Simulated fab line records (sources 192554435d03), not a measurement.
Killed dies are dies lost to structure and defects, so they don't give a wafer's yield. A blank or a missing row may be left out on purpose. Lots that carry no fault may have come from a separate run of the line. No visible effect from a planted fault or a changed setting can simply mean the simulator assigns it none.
A struck lot beside a sound one	flow n5 finfet	35 steps out of a route of 1938
Sound: wafers L900.1, L900.4, L900.6. Struck: wafer L907.6 (left out: L907.4, L907.5 of the same lot, which were not struck); the cause appears at the end.
At each step with rows: each side's tool, then ch and its chambers, then its first start. Under that, the readings that differ: sound wafers	struck wafers	difference of the means	sigmas: that difference in standard deviations of wafers without a fault.
alike: readings with means less than 2 such deviations apart, plus words and numbers identical on both sides. not compared: withheld readings, readings lacking a value on some wafer, bounds such as >300 that could conceal the same value, and numbers that have no deviation in the record and whose values overlap.
Wherever a step has rows on one side only, a row that says differs or no value, or a row with sigmas, the two part there. When numbers do not overlap yet have no deviation, they are printed without sigmas and do not part them. Lack of a reading on every wafer of one side parts them only where that side has two or more wafers.

first, 8 steps without rows for these wafers: N5_BEOL_M6_SPUTTER_48 (material Cu, target thk 10 nm, time 1.667 s); N5_BEOL_M6_ECD_50 (material Cu, target thk 300 nm); N5_BEOL_M6_ANNEAL_51 (time 90 s); N5_BEOL_M6_CMP_52 (polishes, stops on SiCOH lowk, t overpolish 6.9 s, target thk 80 nm); N5_BEOL_M6_PRE_CLEAN_55 (time 15 s); N5_BEOL_M6_DEP_56 (deposits SiCN from 3MS/NH3, target thk 10 nm, time 17.5 s); N5_BEOL_M7_ILD_DEP_00 (deposits SiCOH lowk from DEMS/porogen, target thk 179.75 nm, time 33.4 s); N5_BEOL_M7_CURE_74 (cures SiCOH lowk, time 240 s).
N5_BEOL_M7_PECVD_70: deposits SiO2 from TEOS/O2, target thk 20 nm, time 22.7 s.
  sound on pecvd-03 ch 0,1, day 10 20:19; struck on pecvd-03 ch 1, day 12 15:55
reading	sound	struck	difference	sigmas
susceptor temp C (C)	400.14 399.92 399.79	411.28	+11.33	+51
model.SiO2_of_BEOL_M7_PECVD_70.thk nm (nm)	19.8 20.2 20	18.6	-1.4	
  alike: heater power w, showerhead plenum p Torr, throttle valve pct
then, 25 steps without rows for these wafers: N5_BEOL_M7_HM_DEP_02 (deposits TiN, target thk 20 nm); N5_BEOL_M7_COAT_59 (time 60 s, resist thk 100 nm); N5_BEOL_M7_COAT_60 (time 60 s, resist thk 35 nm); N5_BEOL_M7_COAT_05 (resist thk 90 nm); N5_BEOL_M7_EBR_07; N5_BEOL_M7_SOFTBAKE_06 (time 60 s); N5_BEOL_M7_EXPOSE_08 (exposes mask M7); N5_BEOL_M7_PEB_09 (peb time 60 s); N5_BEOL_M7_DEVELOP_10 (develop time 30 s); N5_BEOL_M7_DESCUM_16 (chemistry O2, time 7.9 s); N5_BEOL_M7_ETCH_61 (etches SiARC in CF4, target depth 45.5 nm, time 75.8 s); N5_BEOL_M7_ETCH_62 (etches SOC in N2/H2, target depth 110 nm, overetch 22 nm, time 165 s); N5_BEOL_M7_STRIP_68 (strips in N2/H2); N5_BEOL_M7_STRIP_67 (strips in CF4); N5_BEOL_M7_HM_OPEN_17 (chemistry Cl2/BCl3, target TiN, target depth 20 nm, overetch 6 nm); N5_BEOL_M7_STRIP_19 (strips in O2); N5_BEOL_M7_COAT_63 (time 60 s, resist thk 60 nm); N5_BEOL_M7_COAT_64 (time 60 s, resist thk 12 nm); N5_BEOL_M7_COAT_71 (time 60 s, resist thk 5 nm); N5_BEOL_M7_COAT_22 (resist thk 30 nm); N5_BEOL_M7_EBR_24; N5_BEOL_M7_SOFTBAKE_23 (time 60 s); N5_BEOL_M7_EXPOSE_25 (exposes mask V6, target cd 40 nm); N5_BEOL_M7_PEB_26 (peb time 60 s); N5_BEOL_M7_DEVELOP_27 (develop time 30 s).
N5_BEOL_M7_HM_STRIP_39: strips TiN in peroxide tin strip, target depth 25 nm, time 158 s.
  sound on wet bench-04 ch 3,4,5, day 11 00:03; struck on wet bench-05 ch 3, day 12 23:02
reading	sound	struck	difference	sigmas
model.SiO2_of_BEOL_M7_PECVD_70.thk nm (nm)	19.6 20 20	18.4	-1.5	

== WHERE THEY PART ==
Within this record, at N5_BEOL_M7_PECVD_70 only.

WHY: what the simulator had put in
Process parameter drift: pecvd-03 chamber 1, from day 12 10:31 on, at N5_BEOL_M7_PECVD_70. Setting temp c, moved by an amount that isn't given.
